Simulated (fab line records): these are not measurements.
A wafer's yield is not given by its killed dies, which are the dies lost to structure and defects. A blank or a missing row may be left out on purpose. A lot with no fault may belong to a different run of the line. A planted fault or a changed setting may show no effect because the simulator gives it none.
Which tool did it? ; flow n5 finfet ; 9 lots, 27 wafers sampled, at 6 steps of a route of 1938

WHAT THE GAUGES READ, wafer by wafer
N5_STI_FIN_REVEAL_THK_MEAS_05. Usual: thk nm 132.2 nm, standard deviation 1.1.
lot;measured;on;thk nm (nm);flag
L153;day 2 16:49;film metro-01;131.1 132.8 132.6;
L156;day 3 16:22;film metro-02;130.2 131.8 133.0;
L157;day 3 18:32;film metro-02;131.7 131.5 131.8;
L159;day 4 05:05;film metro-01;131.5 133.1 134.2;
L161;day 4 16:43;film metro-02;131.1 130.2 131.6;
L166;day 5 22:03;film metro-02;132.3 133.0 132.2;
L167;day 6 05:23;film metro-01;135.7 133.0 134.2;
L168;day 6 11:36;film metro-01;132.5 132.2 131.7;
L175;day 8 02:48;film metro-01;132.4 134.5 133.3;

N5_STI_FIN_REVEAL_INSPECT_13: inspects for defects (darkfield). Usual: raw defect count 11, standard deviation 5.1.
lot;measured;on;raw defect count;flag
L153;day 2 20:09;defect inspect-01;7 15 6;
L156;day 3 19:39;defect inspect-02;17 17 10;
L157;day 3 21:49;defect inspect-02;10 13 10;
L159;day 4 08:26;defect inspect-01;6 7 6;
L161;day 4 20:07;defect inspect-02;24 10 11;
L166;day 6 01:46;defect inspect-02;385 14 10;OFF
L167;day 6 09:02;defect inspect-02;12 14 22;
L168;day 6 15:04;defect inspect-01;1 21 3;
L175;day 8 06:14;defect inspect-01;14 10 15;

N5_BEOL_M4_RC_MEAS_101. Usual: DIBL_N 35.9 mV/V, standard deviation 1.4; DIBL_P 35.9 mV/V, standard deviation 1.7; IOFF_N 0.160 nA/um, standard deviation 0.026; IOFF_P 0.21 nA/um, standard deviation 0.036; ION_N 672 uA/um, standard deviation 11; ION_P 461 uA/um, standard deviation 8.1; SS_N 71.4 mV/dec, standard deviation 0.54; SS_P 73.2 mV/dec, standard deviation 0.67; VT_N 249.3 mV, standard deviation 2.7; VT_P -250 mV, standard deviation 3.9.
lot;measured;on;DIBL_N (mV/V);DIBL_P (mV/V);IOFF_N (nA/um);IOFF_P (nA/um);ION_N (uA/um);ION_P (uA/um);SS_N (mV/dec);SS_P (mV/dec);VT_N (mV);VT_P (mV);flag
L153;day 8 04:54;prober-01;34.3 38.8 36.5;33.6 39.7 35.2;0.129 0.233 0.155;0.19 0.29 0.22;660 687 672;462 468 457;71.6 72.8 72.1;72.8 74.8 73.3;250.5 243.2 251.0;-248 -244 -247;
L156;day 9 12:25;prober-02;37.0 35.1 34.3;38.7 36.5 35.6;0.187 0.160 0.139;0.24 0.20 0.18;680 680 673;455 468 459;72.2 71.6 71.5;74.2 73.1 73.1;246.1 248.8 249.6;-249 -253 -255;
L157;day 9 14:31;prober-01;37.4 37.1 35.0;35.6 36.0 33.4;0.178 0.178 0.136;0.20 0.21 0.16;674 686 664;456 458 448;71.8 71.6 71.7;73.3 73.6 72.4;247.8 249.2 253.0;-255 -253 -255;
L159;day 9 16:41;prober-01;36.4 36.4 35.4;34.8 35.9 34.2;0.153 0.160 0.147;0.20 0.23 0.20;671 677 670;464 474 465;71.4 71.3 70.6;73.4 73.2 72.6;250.6 248.7 249.6;-250 -247 -246;
L161;day 10 05:20;prober-02;35.6 35.7 36.2;34.3 35.1 34.6;0.140 0.142 0.146;0.19 0.19 0.19;666 663 670;456 457 462;71.3 70.9 71.1;72.4 72.9 72.4;253.3 251.2 250.4;-252 -250 -250;
L166;day 11 14:25;prober-01;35.7 35.4 36.0;36.0 35.7 36.0;0.171 0.163 0.169;0.24 0.23 0.24;692 673 684;476 466 470;71.6 71.1 72.0;72.6 72.9 72.7;245.1 247.9 247.9;-247 -244 -246;
L167;day 11 15:05;prober-02;34.8 34.5 34.4;35.3 34.6 35.7;0.136 0.142 0.152;0.16 0.16 0.17;656 669 681;454 453 458;71.0 70.9 71.0;73.2 73.3 72.9;249.6 250.4 247.1;-255 -254 -254;
L168;day 12 01:50;prober-01;36.9 35.4 35.4;35.9 34.5 34.0;0.178 0.158 0.147;0.21 0.20 0.18;678 664 662;461 453 445;72.2 72.0 71.9;73.9 72.6 73.1;247.4 249.4 252.3;-249 -252 -254;
L175;day 14 04:16;prober-02;36.1 35.0 38.2;36.2 35.4 39.4;0.149 0.136 0.190;0.18 0.17 0.24;665 678 675;456 459 462;71.0 70.9 71.5;72.9 73.7 74.2;252.6 253.1 249.5;-253 -255 -248;

WHAT TOOL EACH LOT RAN ON (gives the tool, then ch and the chambers of the sampled wafers, and finally the start)
lot;N5_STI_FIN_REVEAL_CMP_04;N5_STI_FIN_REVEAL_OXIDATION_31;N5_STI_FIN_REVEAL_STRIP_35
L153;cmp-04 ch 1,2, day 2 16:31;plasma asher-01 ch 0, day 2 19:31;wet bench-01 ch 0,1,5, day 2 19:48
L156;cmp-04 ch 1,3, day 3 16:07;plasma asher-01 ch 0,1, day 3 19:01;wet bench-01 ch 2,4,5, day 3 19:19
L157;cmp-01 ch 1,2,3, day 3 18:19;plasma asher-01 ch 0,1, day 3 21:11;wet bench-06 ch 0,3,4, day 3 21:29
L159;cmp-04 ch 2,3, day 4 04:48;plasma asher-01 ch 0,1, day 4 07:48;wet bench-01 ch 0,3,6, day 4 08:05
L161;cmp-02 ch 0,2,3, day 4 16:30;plasma asher-02 ch 0,1, day 4 19:29;wet bench-01 ch 0,6,7, day 4 19:46
L166;cmp-04 ch 0,3, day 5 21:47;plasma asher-01 ch 0,1, day 6 01:08;wet bench-01 ch 1,3,4, day 6 01:26
L167;cmp-04 ch 2,3, day 6 05:07;plasma asher-02 ch 0,1, day 6 08:25;wet bench-06 ch 1,4,7, day 6 08:42
L168;cmp-02 ch 1,2, day 6 11:19;plasma asher-02 ch 0,1, day 6 14:25;wet bench-04 ch 0,4,6, day 6 14:43
L175;cmp-04 ch 2,3, day 8 02:33;plasma asher-01 ch 1, day 8 05:37;wet bench-06 ch 1,2,6, day 8 05:54
- N5_STI_FIN_REVEAL_CMP_04: polishes, stops on Si3N4, t overpolish 4 s, target thk 131.83 nm.
- N5_STI_FIN_REVEAL_OXIDATION_31: chemistry O2 PLASMA REMOTE, time 20 s.
- N5_STI_FIN_REVEAL_STRIP_35: strips Si3N4 in H3PO4, target depth 4 nm, time 39 s.

AS READ BY THE TOOLS THEMSELVES (means over the sampled wafers that have a number; for cases with no such wafer, the mark the record gives instead)
N5_STI_FIN_REVEAL_CMP_04. Usual: motor current A 8.1 A, standard deviation 1.1; overpolish run s 3.999 s, standard deviation 0.0094; slurry filter dp kPa 13.51 kPa, standard deviation 0.14; time to endpoint s 106 s, standard deviation 5.1.
lot;tool;motor current A (A);overpolish run s (s);slurry filter dp kPa (kPa);time to endpoint s (s);flag
L153;cmp-04;9.0;3.995;13.56;110;
L156;cmp-04;7.3;3.994;13.55;111;
L157;cmp-01;7.1;3.997;13.40;104;
L159;cmp-04;7.3;4.003;13.56;110;
L161;cmp-02;8.8;3.995;13.48;102;
L166;cmp-04;6.4;3.999;13.31;111;
L167;cmp-04;8.3;4.003;13.53;110;
L168;cmp-02;8.6;4.000;13.58;104;
L175;cmp-04;8.3;4.002;13.66;103;

N5_STI_FIN_REVEAL_OXIDATION_31. Usual: drypump motor current A 5.6 A, standard deviation 0.32; heater power w 152 W, standard deviation 17; temp c 149.98 C, standard deviation 0.13.
lot;tool;drypump motor current A (A);heater power w (W);temp c (C);flag
L153;plasma asher-01;5.2;178;149.99;
L156;plasma asher-01;5.4;166;149.97;
L157;plasma asher-01;5.7;155;150.10;
L159;plasma asher-01;5.7;153;149.93;
L161;plasma asher-02;5.6;137;149.94;
L166;plasma asher-01;5.5;165;150.03;
L167;plasma asher-02;5.7;143;149.87;
L168;plasma asher-02;5.6;137;150.06;
L175;plasma asher-01;6.0;142;149.81;

N5_STI_FIN_REVEAL_STRIP_35. Usual: bath heat duty pct 28 %, standard deviation 3; temp c 165.01 C, standard deviation 0.15.
lot;tool;bath heat duty pct (%);temp c (C);flag
L153;wet bench-01;30;164.97;
L156;wet bench-01;28;165.08;
L157;wet bench-06;27;165.07;
L159;wet bench-01;29;164.87;
L161;wet bench-01;30;165.01;
L166;wet bench-01;29;164.98;
L167;wet bench-06;27;165.17;
L168;wet bench-04;31;165.18;
L175;wet bench-06;28;165.14;

THE ANSWER, worked out from the rows above alone
Rule: lot off if the mean of its wafers having a number is beyond 3 standard deviations from the usual mean. A lot without any number at a reading at which 4 lots or more have one is off too. Any other lot the step has rows for is counted as sound. Order of review: gauges by route order, followed by the tools' own readings, for which a lot's mean as printed above is used. The first step at which some lot is off is used, and at that step the reading that is off furthest; a lot without a number counts as furthest.
Off: L166 (N5_STI_FIN_REVEAL_INSPECT_13, raw defect count).
A tool fits if, at a process step before that reading, it ran every lot that is off, and no sound lot after the first of them. Those tools and the gauges at N5_STI_FIN_REVEAL_INSPECT_13 are tried in the same way. One candidate fits, namely wet bench-01 at N5_STI_FIN_REVEAL_STRIP_35. Its last sound lot is L161 (day 4 19:46), its first lot that is off L166 (day 6 01:26): a fault that began between those two fits.

WHAT HAD BEEN PUT IN BY THE SIMULATOR
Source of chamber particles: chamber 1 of wet bench-01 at N5_STI_FIN_REVEAL_STRIP_35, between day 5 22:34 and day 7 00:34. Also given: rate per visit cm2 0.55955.
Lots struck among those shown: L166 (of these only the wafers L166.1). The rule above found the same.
